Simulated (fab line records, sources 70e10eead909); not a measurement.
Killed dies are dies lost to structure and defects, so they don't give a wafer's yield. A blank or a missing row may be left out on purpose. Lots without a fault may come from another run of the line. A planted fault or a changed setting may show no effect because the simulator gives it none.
Chamber matching | flow nand_harc | NHARC_A_CONTACT_ETCH_92 on rie_diel-11: 4 sister chambers
The step etches the open film in CH3F/O2, target depth 40 nm, time 85.7 s. 27 wafers are shown with their chamber, then 12 later ones without.

WAFERS WITH THEIR CHAMBER
wafer  | chamber | drypump_motor_current_A (A) | rf_vpp_V (V) | throttle_valve_pct (%)
L076.2 | 1       | 5.6                         | 247.3        | 20.664
L076.5 | 2       | 5.8                         | 242.8        | 20.671
L076.6 | 1       | 5.5                         | 245.4        | 20.661
L079.2 | 2       | 5.8                         | 243.9        | 20.640
L079.3 | 0       | 5.6                         | 245.6        | 20.661
L079.6 | 1       | 5.5                         | 247.5        | 20.644
L078.3 | 1       | 5.6                         | 245.8        | 20.671
L078.4 | 2       | 5.8                         | 242.2        | 20.652
L078.5 | 0       | 5.6                         | 245.6        | 20.653
L077.3 | 0       | 5.6                         | 245.4        | 20.660
L077.5 | 2       | 5.8                         | 243.7        | 20.649
L077.6 | 3       | 5.8                         | 245.4        | 20.670
L082.2 | 0       | 5.6                         | 246.2        | 20.682
L082.4 | 3       | 5.8                         | 242.9        | 20.656
L082.6 | 3       | 5.8                         | 244.5        | 20.674
L084.1 | 0       | 5.6                         | 245.6        | 20.647
L084.5 | 3       | 5.8                         | 245.2        | 20.671
L084.6 | 2       | 5.8                         | 242.0        | 20.662
L086.1 | 1       | 5.6                         | 247.3        | 20.662
L086.4 | 2       | 5.8                         | 242.0        | 20.647
L086.6 | 3       | 5.8                         | 246.4        | 20.653
L086.2 | 0       | 5.6                         | 245.9        | 20.661
L086.3 | 3       | 5.7                         | 245.2        | 20.671
L086.5 | 2       | 5.8                         | 241.7        | 20.661
L087.2 | 1       | 5.6                         | 246.6        | 20.670
L087.3 | 3       | 5.8                         | 245.8        | 20.666
L087.5 | 2       | 5.8                         | 240.8        | 20.664

SIGNATURES (means of the wafers above)
reading                 | chamber 0 | chamber 1 | chamber 2 | chamber 3 | scatter within a chamber
drypump_motor_current_A | 5.600     | 5.567     | 5.800     | 5.786     | 0.0309
rf_vpp_V                | 245.717   | 246.650   | 242.387   | 245.057   | 0.915
throttle_valve_pct      | 20.66067  | 20.66200  | 20.65575  | 20.66586  | 0.0101
Rule: a wafer's distance from a chamber is the root of the sum, over the readings, of the square of ((its reading less the chamber's mean) divided by the reading's scatter). The wafer belongs to the nearest chamber; if the next one is less than 2 further off, it can't be placed. The scatter: the root of (the sum of the squares of (reading less its chamber's mean) over the shown wafers, divided by (wafers less chambers)).

WAFERS WITHOUT THEIR CHAMBER
wafer  | drypump_motor_current_A (A) | rf_vpp_V (V) | throttle_valve_pct (%)
L091.1 | 5.8                         | 241.9        | 20.652
L091.5 | 5.8                         | 242.7        | 20.662
L091.6 | 5.6                         | 246.0        | 20.663
L093.2 | 5.8                         | 243.3        | 20.653
L093.3 | 5.6                         | 246.0        | 20.682
L093.6 | 5.6                         | 245.1        | 20.676
L092.1 | 5.6                         | 245.2        | 20.670
L092.4 | 5.6                         | 244.8        | 20.668
L092.6 | 5.6                         | 245.5        | 20.643
L097.2 | 5.8                         | 244.8        | 20.649
L097.3 | 5.6                         | 245.6        | 20.653
L097.5 | 5.8                         | 242.2        | 20.664

WHICH CHAMBER EACH WENT THROUGH
wafer  | from the rows above     | in truth
L091.1 | 2                       | 2
L091.5 | can't be placed: 2 or 3 | 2
L091.6 | can't be placed: 0 or 1 | 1
L093.2 | can't be placed: 2 or 3 | 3
L093.3 | can't be placed: 0 or 1 | 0
L093.6 | can't be placed: 0 or 1 | 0
L092.1 | can't be placed: 0 or 1 | 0
L092.4 | can't be placed: 0 or 1 | 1
L092.6 | can't be placed: 0 or 1 | 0
L097.2 | can't be placed: 3 or 2 | 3
L097.3 | can't be placed: 0 or 1 | 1
L097.5 | 2                       | 2
Placed correctly: 2 of 12. Can't be placed from these rows: 10 (the true chamber is among the candidates in 10). Placed wrongly: 0.
